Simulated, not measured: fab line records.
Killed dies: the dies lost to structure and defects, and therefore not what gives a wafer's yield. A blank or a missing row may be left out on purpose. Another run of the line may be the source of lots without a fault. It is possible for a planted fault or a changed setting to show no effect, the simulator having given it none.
Which tool did it? -- flow nand-harc -- Sampling: 13 lots, 39 wafers, 5 of 1302 route steps

WHAT THE GAUGES READ, wafer by wafer
NHARC_P_START_INSPECT_01. Usual: raw-defect-count reads 3.3 (standard deviation 1.7).
lot,measured,on,raw-defect-count,flag
L734,day 1 20:02,defect-inspect-01,3 3 1,
L735,day 2 06:02,defect-inspect-02,2 2 3,
L736,day 2 16:02,defect-inspect-01,2 4 3,
L738,day 3 12:02,defect-inspect-02,0 2 3,
L739,day 3 22:02,defect-inspect-01,3 4 3,
L740,day 4 08:02,defect-inspect-02,2 3 3,
L742,day 5 04:02,defect-inspect-01,6 5 2,
L743,day 5 14:03,defect-inspect-02,5 2 3,
L745,day 6 10:02,defect-inspect-01,6 4 0,
L754,day 10 04:02,defect-inspect-01,4 3 3,
L755,day 10 14:02,defect-inspect-02,4 1 6,
L756,day 11 00:02,defect-inspect-02,4 1 3,
L757,day 11 10:02,defect-inspect-01,4 2 1,

NHARC_P_ZERO_WELL_CD_MEAS_24: the cd target is 720 nm. Usual: cd-nm reads 719.8 nm (standard deviation 2.1).
lot,measured,on,cd-nm (nm),flag
L734,day 1 22:35,cd-sem-02,718.0 719.8 718.3,
L735,day 2 08:34,cd-sem-03,718.8 722.0 723.4,
L736,day 2 18:37,cd-sem-03,719.8 721.2 720.3,
L738,day 3 14:28,cd-sem-02,715.5 718.3 718.8,
L739,day 4 00:28,cd-sem-01,719.9 719.5 718.8,
L740,day 4 10:29,cd-sem-01,722.3 721.3 719.6,
L742,day 5 06:36,cd-sem-03,719.0 721.2 718.2,
L743,day 5 16:58,cd-sem-01,724.9 722.1 723.9,
L745,day 6 12:35,cd-sem-01,- - -,OFF
L754,day 10 06:42,cd-sem-03,718.8 720.3 722.6,
L755,day 10 16:34,cd-sem-01,719.8 719.0 718.1,
L756,day 11 02:37,cd-sem-03,721.8 721.2 720.4,
L757,day 11 12:37,cd-sem-03,721.2 719.3 721.3,

NHARC_P_STI_CD_MEAS_09: the cd target is 200 nm. Usual: cd-nm reads 200 nm (standard deviation 3.3).
lot,measured,on,cd-nm (nm),flag
L734,day 2 22:49,cd-sem-02,200 198 204,
L735,day 3 07:35,cd-sem-03,195 197 202,
L736,day 3 17:49,cd-sem-02,203 203 207,
L738,day 4 13:17,cd-sem-03,199 198 202,
L739,day 4 23:06,cd-sem-01,206 202 205,
L740,day 5 08:14,cd-sem-01,201 205 208,
L742,day 6 02:39,cd-sem-02,198 197 197,
L743,day 6 15:46,cd-sem-01,196 196 197,
L754,day 11 05:19,cd-sem-01,199 198 199,
L755,day 11 13:05,cd-sem-02,205 204 205,
L756,day 11 23:53,cd-sem-03,200 205 205,
L757,day 12 09:51,cd-sem-02,201 205 203,

NHARC_P_STI_OVL_MEAS_10. Usual: overlay-x-nm -1 nm, standard deviation 5.6; overlay-y-nm 1 nm, standard deviation 5.
lot,measured,on,overlay-x-nm (nm),overlay-y-nm (nm),flag
L734,day 2 22:53,overlay-01,-4 -4 -3,-2 -2 -2,
L735,day 3 07:41,overlay-01,-12 -12 -12,-8 -8 -9,
L736,day 3 17:53,overlay-01,-7 -6 -7,-5 -5 -6,
L738,day 4 13:22,overlay-01,-6 -6 -6,0 0 0,
L739,day 4 23:11,overlay-01,-5 -5 -5,1 1 1,
L740,day 5 08:20,overlay-01,7 7 7,2 2 2,
L742,day 6 02:44,overlay-01,7 8 8,-2 -2 -2,
L743,day 6 15:50,overlay-01,-3 -3 -3,1 1 2,
L754,day 11 05:25,overlay-02,-5 -4 -5,6 5 6,
L755,day 11 13:10,overlay-01,3 3 3,-3 -2 -2,
L756,day 11 23:58,overlay-01,-2 -2 -2,8 8 8,
L757,day 12 09:56,overlay-01,4 4 4,-2 -3 -3,

TOOL THAT RAN EACH LOT (tool first, then ch and the chambers of the sampled wafers, then the start)
lot,NHARC_P_ZERO_WELL_EXPOSE_21
L734,"krf-scanner-04 ch 0, day 1 22:25"
L735,"krf-scanner-03 ch 0, day 2 08:25"
L736,"krf-scanner-02 ch 0, day 2 18:28"
L738,"krf-scanner-03 ch 0, day 3 14:19"
L739,"krf-scanner-02 ch 0, day 4 00:18"
L740,"krf-scanner-02 ch 0, day 4 10:19"
L742,"krf-scanner-04 ch 0, day 5 06:26"
L743,"krf-scanner-03 ch 0, day 5 16:49"
L745,"krf-scanner-03 ch 0, day 6 12:26"
L754,"krf-scanner-03 ch 0, day 10 06:32"
L755,"krf-scanner-03 ch 0, day 10 16:25"
L756,"krf-scanner-04 ch 0, day 11 02:27"
L757,"krf-scanner-03 ch 0, day 11 12:28"
- NHARC_P_ZERO_WELL_EXPOSE_21: exposes mask P NWELL, target cd 720 nm.

AS READ BY THE TOOLS THEMSELVES (means over the sampled wafers that have a number; for cases with no such wafer, the mark the record gives instead)
The record holds no such reading with a usual standard deviation.

THE ANSWER, worked out from the rows above alone
Rule: a lot counts as off when the mean over its wafers that have a number is more than 3 standard deviations away from the usual mean. Also off: a lot with no number at a reading for which 4 or more lots have one. Any other lot the step has rows for is counted as sound. The gauges are gone through in route order, then the tools' own readings, and for those a lot's mean is taken as printed above. The first step at which some lot is off is used, and at that step the reading that is off furthest; a lot without a number counts as furthest.
Off: L745 (NHARC_P_ZERO_WELL_CD_MEAS_24, cd-nm). Without a number there: L745.
If a tool, at a process step before that reading, ran all the lots that are off and no sound lot after the first of them, it fits. The gauges at NHARC_P_ZERO_WELL_CD_MEAS_24 are tried like those tools. Of those tried, none fits.

WHAT THE SIMULATOR HAD INSERTED
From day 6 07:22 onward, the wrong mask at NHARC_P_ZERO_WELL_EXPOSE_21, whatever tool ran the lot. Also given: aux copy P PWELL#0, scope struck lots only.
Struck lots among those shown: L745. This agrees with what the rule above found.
